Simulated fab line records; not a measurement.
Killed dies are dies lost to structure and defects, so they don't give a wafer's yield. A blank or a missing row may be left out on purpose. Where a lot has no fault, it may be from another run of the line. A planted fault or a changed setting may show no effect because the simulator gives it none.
Matching of chambers	flow n5Finfet	4 sister chambers for N5_MOL_CONTACT_COAG_CMP_23 on cmp-01
The step polishes, stops on SiO2, t overpolish 1.5 s, target thk 0 nm. 16 wafers are shown with their chamber, then 8 later ones without.

EACH WAFER AND ITS CHAMBER
wafer	chamber	motorCurrentA (A)	overpolishRunS (s)	retainingRingPressureFrac
L078.2	3	7.5	1.490	0.990
L078.3	2	8.7	1.509	1.000
L078.6	1	8.1	1.510	0.999
L083.4	0	7.8	1.506	0.996
L083.5	1	8.6	1.503	1.008
L083.6	2	8.9	1.489	1.005
L086.1	1	7.6	1.507	1.002
L086.4	2	9.1	1.506	1.002
L086.6	0	7.8	1.488	1.002
L088.1	0	7.8	1.480	0.990
L088.3	1	8.0	1.497	0.991
L088.4	2	9.0	1.492	1.001
L089.4	3	7.9	1.489	0.998
L089.5	2	8.8	1.499	0.999
L089.6	1	8.1	1.495	1.001
L090.1	3	7.7	1.502	1.002

SIGNATURES, as means of the wafers listed above
reading	chamber 0	chamber 1	chamber 2	chamber 3	scatter within a chamber
motorCurrentA	7.800	8.080	8.900	7.700	0.239
overpolishRunS	1.49133	1.50240	1.49900	1.49367	0.00876
retainingRingPressureFrac	0.99600	1.00020	1.00140	0.99667	0.00515
Rule: for a wafer and a chamber, the distance is found by dividing, reading by reading, the gap between the wafer's reading and the chamber's mean by the reading's scatter, squaring, summing and taking the root. The wafer belongs to the nearest chamber; if the next one is less than 2 further off, it can't be placed. The scatter is the square root of a quotient: the sum, over the shown wafers, of each reading's squared deviation from its chamber's mean, divided by wafers minus chambers.

WAFERS WITH NO CHAMBER GIVEN
wafer	motorCurrentA (A)	overpolishRunS (s)	retainingRingPressureFrac
L090.2	7.8	1.495	1.002
L090.3	8.9	1.496	1.001
L092.1	7.9	1.500	0.996
L092.4	8.2	1.488	0.993
L092.5	7.3	1.492	1.007
L094.2	7.5	1.504	0.993
L094.3	8.3	1.498	0.991
L094.6	7.4	1.505	0.992

WHICH CHAMBER EACH WENT THROUGH
wafer	from the rows above	in truth
L090.2	can't be placed: 3 or 0 or 1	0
L090.3	2	2
L092.1	can't be placed: 0 or 3 or 1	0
L092.4	can't be placed: 0 or 1 or 3 or 2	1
L092.5	can't be placed: 3 or 0 or 1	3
L094.2	can't be placed: 3 or 0 or 1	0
L094.3	can't be placed: 1 or 0 or 3 or 2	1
L094.6	can't be placed: 3 or 0 or 1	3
Correct placement for 1 of the 8. Can't be placed from these rows: 7 (the true chamber is among the candidates in 7). 0 placed wrongly.
